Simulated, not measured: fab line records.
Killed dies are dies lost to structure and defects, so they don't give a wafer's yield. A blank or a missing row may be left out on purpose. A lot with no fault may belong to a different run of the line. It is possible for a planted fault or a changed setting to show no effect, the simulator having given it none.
fab line records	flow nand-harc	part 2 of 2: steps 5 to 6 of 6
[record] lots = 21	wafers = 63	last-day = 34
route steps=1302 shown A_STAIRCASE@651
lots that met no fault: taken from a fault-free run of the same line
start-h: hours from the record's opening day to when the first of the lot's shown wafers began	wait-h: how many hours have passed since the lot's step before this one	" repeats the value in the row above	L1.1+2: a row that stands for several wafers	- value missing, or start not given	* or withheld: withheld	< > ~ a bound
route shown NAME@n: NAME is a module with steps in the file, n the number in the route of the first one	usual: mean and standard deviation over wafers with no fault	same: alike in all rows	chamber/n: place in a boat	sites: the reading at each site	_std_site: the standard deviation of these	_edge_site: inner sites' mean taken away from outer sites' mean	radius-mm: how far each site lies from the wafer's centre	mask NAME#n: copy n	behind: the last tool/chamber to shape the wafer	hold: what put the lot on hold/how long, in hours/how the hold closed	device: whichever transistor did not switch (one of n, p or np)	end of line: the same wafers' tests at the end of the route	step lacking rows: just its recipe	killed: dies lost to structure and defects at the first sort, not the wafer's yield	map: the dies of a wafer, with x for killed, . for not killed, _ for no die there
set.NAME: the setting as run; set.NAME@STEP: as run at that earlier step	model.NAME: the simulator's own value behind a step, which no gauge read
the route's steps for a sample of lots (tables are steps, rows are wafers)
services: from which hour (start-h, from the record's first day; less than 0 if before it) a tool's chamber was out of use, for how many hours, and why
[[steps]]
[step NHARC_A_STAIRCASE_TRIM_198]
[recipe] time-s = 211.2	o2-flow-sccm = 500	ar-flow-sccm = 0	bias-w = 0	chemistry = O2
[usual] drypump-motor-current-A = 5.9/0.45	mfc-ar-sccm = 0.013/0.013	oes-product-au = 1.003/0.0076	rf-vpp-V = 57.9/0.98	showerhead-plenum-p-Torr = 3.54/0.17	throttle-valve-pct = 17.036/0.0087
lot.wafer	tool	chamber	start-h	wait-h	drypump-motor-current-A	mfc-ar-sccm	oes-product-au	rf-hours-counter-h	rf-vpp-V	showerhead-plenum-p-Torr	throttle-valve-pct
L076.4	rie-diel-13	3	-	-	6.3	0.013	0.999	6	57.8	3.65	17.016
L076.3	"	1	"	"	5.6	0	0.993	12	57.7	3.42	17.047
L076.2	"	2	"	"	6.2	0	1.007	10	58.7	3.63	17.053
L077.4	rie-diel-06	2	-	-	5.4	0	0.995	27	57.9	3.39	17.026
L077.5	"	3	"	"	5.4	0.007	1.007	-	57.7	3.40	17.044
L077.6	"	0	"	"	6.5	0.036	0.996	-	57.0	3.64	17.033
L075.3	rie-diel-13	2	-	-	6.2	0	1.005	11	57.2	3.63	17.036
L075.5	"	1	"	"	5.6	0	0.996	-	57.5	3.42	17.044
L075.6	"	2	"	"	6.2	0	1.004	-	57.6	3.63	17.016
L078.2	rie-diel-01	3	-	-	6.5	0.013	1.004	1	56.9	3.40	17.036
L078.1	"	0	"	"	5.4	0.039	0.998	1	60.0	3.78	17.041
L078.3	"	1	"	"	5.6	0	1.000	1	58.0	3.31	17.034
L079.3	rie-diel-01	3	-	-	6.5	0.013	1.007	6	57.5	3.40	17.033
L079.1	"	0	"	"	5.4	0.039	1.000	6	57.9	3.77	17.034
L079.4	"	2	"	"	5.8	0	0.991	6	57.9	3.72	17.037
L080.2	rie-diel-01	3	-	-	6.6	0.013	1.010	12	56.5	3.40	17.026
L080.4	"	0	"	"	5.3	0.039	1.001	12	58.4	3.77	17.039
L080.6	"	3	"	"	6.6	0.013	1.002	-	57.0	3.40	17.033
L081.3	rie-diel-06	1	-	-	5.9	0.022	0.996	37	55.9	3.30	17.036
L081.2	"	3	"	"	5.4	0.007	1.009	43	57.2	3.39	17.045
L081.5	"	0	"	"	6.5	0.036	0.992	-	58.0	3.63	17.031
L082.1	rie-diel-06	1	-	-	6.0	0.022	1.002	39	57.1	3.30	17.035
L082.2	"	2	"	"	5.3	0	1.000	44	59.2	3.38	17.020
L082.5	"	0	"	"	6.6	0.036	1.005	-	59.0	3.63	17.023
L083.2	rie-diel-06	0	-	-	6.5	0.036	1.007	40	59.0	3.63	17.046
L083.4	"	1	"	"	6.0	0.022	0.996	40	56.8	3.30	17.025
L083.5	"	0	"	"	6.5	0.036	1.000	-	58.4	3.63	17.048
L084.2	rie-diel-06	3	-	-	5.4	0.007	1.017	53	59.3	3.39	17.050
L084.4	"	1	"	"	5.9	0.022	1.001	52	56.8	3.29	17.032
L084.6	"	3	"	"	5.4	0.007	1.013	-	57.0	3.38	17.037
L085.4	rie-diel-13	3	-	-	6.2	0.013	1.005	36	57.5	3.64	17.042
L085.3	"	0	"	"	5.4	0.010	0.998	42	58.2	3.78	17.035
L085.2	"	1	"	"	5.7	0	0.997	39	56.7	3.41	17.024
L086.3	rie-diel-13	2	-	-	6.2	0	0.992	42	58.5	3.61	17.048
L086.4	"	0	"	"	5.4	0.010	1.001	49	58.6	3.78	17.036
L086.6	"	1	"	"	5.6	0	0.996	-	56.0	3.40	17.042
L089.1	rie-diel-01	2	-	-	5.8	0	0.996	34	58.6	3.70	17.041
L089.2	"	1	"	"	5.6	0	1.003	36	57.7	3.29	17.033
L089.6	"	2	"	"	5.8	0	0.994	-	58.5	3.70	17.043
L090.2	rie-diel-06	2	-	-	5.3	0	1.006	9	58.1	3.36	17.054
L090.3	"	0	"	"	6.5	0.036	0.998	8	58.5	3.61	17.042
L090.5	"	1	"	"	5.9	0.022	0.984	-	56.9	3.80	17.040
L091.4	rie-diel-01	3	-	-	6.6	0.013	0.998	37	55.7	3.38	17.030
L091.3	"	1	"	"	5.6	0	0.997	40	58.6	3.29	17.049
L091.6	"	3	"	"	6.6	0.013	1.000	-	58.9	3.38	17.038
L093.4	rie-diel-06	0	-	-	6.5	0.036	1.008	18	57.7	3.61	17.017
L093.6	"	2	"	"	5.3	0	1.012	-	57.7	3.36	17.042
L093.5	"	3	"	"	5.4	0.007	1.011	-	59.1	3.37	17.046
L092.4	rie-diel-06	1	-	-	5.9	0.022	0.995	25	57.6	3.79	17.032
L092.5	"	1	"	"	5.9	0.022	0.992	-	59.9	3.79	17.037
L092.6	"	2	"	"	5.3	0	1.004	-	57.3	3.36	17.041
L094.2	rie-diel-01	3	-	-	6.6	0.013	1.002	0	58.2	3.38	17.032
L094.1	"	0	"	"	5.3	0.039	1.002	0	56.9	3.75	17.018
L094.4	"	1	"	"	5.6	0	0.995	0	58.7	3.81	17.043
L096.2	rie-diel-06	1	-	-	5.9	0.022	1.007	31	59.0	3.79	17.038
L096.3	"	0	"	"	6.5	0.036	1.009	27	56.7	3.60	17.037
L096.5	"	2	"	"	5.3	0	1.014	-	59.4	3.35	17.035
L095.2	rie-diel-13	1	-	-	5.6	0	1.008	22	57.6	3.38	17.034
L095.6	"	3	"	"	6.3	0.013	1.006	-	57.8	3.62	17.041
L095.5	"	0	"	"	5.4	0.010	1.017	-	57.7	3.76	17.040
L097.1	rie-diel-13	3	-	-	6.3	0.013	1.009	16	58.0	3.61	17.039
L097.2	"	2	"	"	6.2	0	1.006	25	56.3	3.59	17.047
L097.5	"	3	"	"	6.3	0.013	1.020	-	58.6	3.61	17.030
[step NHARC_A_STAIRCASE_ETCH_225]
[recipe] target-depth-a = 1000	time-s = 40.5	ion-energy-ev = 400	c4f8-flow-sccm = 20	o2-flow-sccm = 10	ar-flow-sccm = withheld	rf-w = 600	bias-w = 1000	chemistry = C4F8/O2
[usual] oes-product-au = 0.944/0.01	rf-vpp-V = 896/6.5
lot.wafer	tool	chamber	start-h	wait-h	oes-product-au	rf-hours-counter-h	rf-vpp-V
L076.3	rie-diel-06	0	-	-	0.942	23	900
L076.4	"	2	"	"	0.944	28	892
L076.2	"	3	"	"	0.960	27	893
L077.5	rie-diel-13	2	-	-	0.951	-	901
L077.6	"	3	"	"	0.960	-	899
L077.4	"	0	"	"	0.952	-	905
L075.3	rie-diel-06	3	-	-	0.953	28	891
L075.5	"	2	"	"	0.946	-	891
L075.6	"	3	"	"	0.949	-	892
L078.3	rie-diel-06	2	-	-	0.966	35	891
L078.1	"	3	"	"	0.957	34	891
L078.2	"	0	"	"	0.956	28	901
L079.1	rie-diel-01	1	-	-	0.945	7	887
L079.4	"	2	"	"	0.939	7	903
L079.3	"	3	"	"	0.935	6	892
L080.4	rie-diel-01	2	-	-	0.946	11	903
L080.2	"	1	"	"	0.939	11	887
L080.6	"	2	"	"	0.940	-	902
L081.3	rie-diel-13	1	-	-	0.930	29	892
L081.2	"	3	"	"	0.946	25	901
L081.5	"	1	"	"	0.933	-	892
L082.1	rie-diel-13	0	-	-	0.946	35	906
L082.2	"	2	"	"	0.947	29	898
L082.5	"	1	"	"	0.934	-	893
L083.2	rie-diel-01	1	-	-	0.940	15	887
L083.4	"	3	"	"	0.944	18	891
L083.5	"	2	"	"	0.949	-	903
L084.2	rie-diel-13	1	-	-	0.940	39	892
L084.4	"	2	"	"	0.944	39	898
L084.6	"	1	"	"	0.945	-	891
L085.3	rie-diel-06	2	-	-	0.949	56	890
L085.2	"	3	"	"	0.964	54	890
L085.4	"	0	"	"	0.956	51	899
L086.3	rie-diel-06	2	-	-	0.956	60	890
L086.4	"	0	"	"	0.945	55	899
L086.6	"	3	"	"	0.973	-	891
L089.2	rie-diel-01	1	-	-	0.937	37	888
L089.1	"	3	"	"	0.932	34	890
L089.6	"	1	"	"	0.938	-	887
L090.3	rie-diel-01	2	-	-	0.934	39	902
L090.2	"	3	"	"	0.943	38	891
L090.5	"	2	"	"	0.937	-	902
L091.4	rie-diel-01	2	-	-	0.929	39	900
L091.3	"	3	"	"	0.956	38	889
L091.6	"	0	"	"	0.944	-	905
L093.4	rie-diel-13	2	-	-	0.912	12	899
L093.6	"	2	"	"	0.917	-	899
L093.5	"	3	"	"	0.916	-	898
L092.4	rie-diel-01	3	-	-	0.946	50	890
L092.5	"	1	"	"	0.953	-	887
L092.6	"	2	"	"	0.930	-	901
L094.2	rie-diel-06	0	-	-	0.948	26	899
L094.1	"	1	"	"	0.933	29	906
L094.4	"	2	"	"	0.943	29	889
L096.3	rie-diel-01	1	-	-	0.933	5	905
L096.2	"	3	"	"	0.944	7	890
L096.5	"	0	"	"	0.940	-	903
L095.2	rie-diel-13	2	-	-	0.934	24	899
L095.5	"	0	"	"	0.960	-	904
L095.6	"	1	"	"	0.942	-	891
L097.2	rie-diel-06	2	-	-	0.941	40	887
L097.1	"	0	"	"	0.950	33	899
L097.5	"	3	"	"	0.950	-	891
[[services]]
tool	chamber	start-h	hours	kind
rie-diel-01	3	352.24	8.4	repair
rie-diel-01	0	361.44	-	clean
rie-diel-01	1	361.44	-	clean
rie-diel-01	2	361.44	-	clean
rie-diel-01	3	361.44	-	clean
rie-diel-01	-	382.39	9.0	pm
rie-diel-01	0	382.39	9.0	vent-cycle
rie-diel-01	1	382.39	9.0	vent-cycle
rie-diel-01	2	382.39	9.0	vent-cycle
rie-diel-01	3	382.39	9.0	vent-cycle
rie-diel-13	1	384.78	2.4	repair
rie-diel-01	0	391.39	-	clean
rie-diel-01	1	391.39	-	clean
rie-diel-01	2	391.39	-	clean
rie-diel-01	3	391.39	-	clean
rie-diel-01	0	415.89	-	clean
rie-diel-01	1	415.89	-	clean
rie-diel-06	-	419.89	0.2	repair
rie-diel-01	3	481.29	5.7	repair
rie-diel-06	-	484.56	9.0	pm
rie-diel-06	3	493.93	7.9	repair
rie-diel-13	-	519.00	9.0	pm
rie-diel-13	3	528.26	14.9	repair
rie-diel-01	-	559.39	9.0	pm
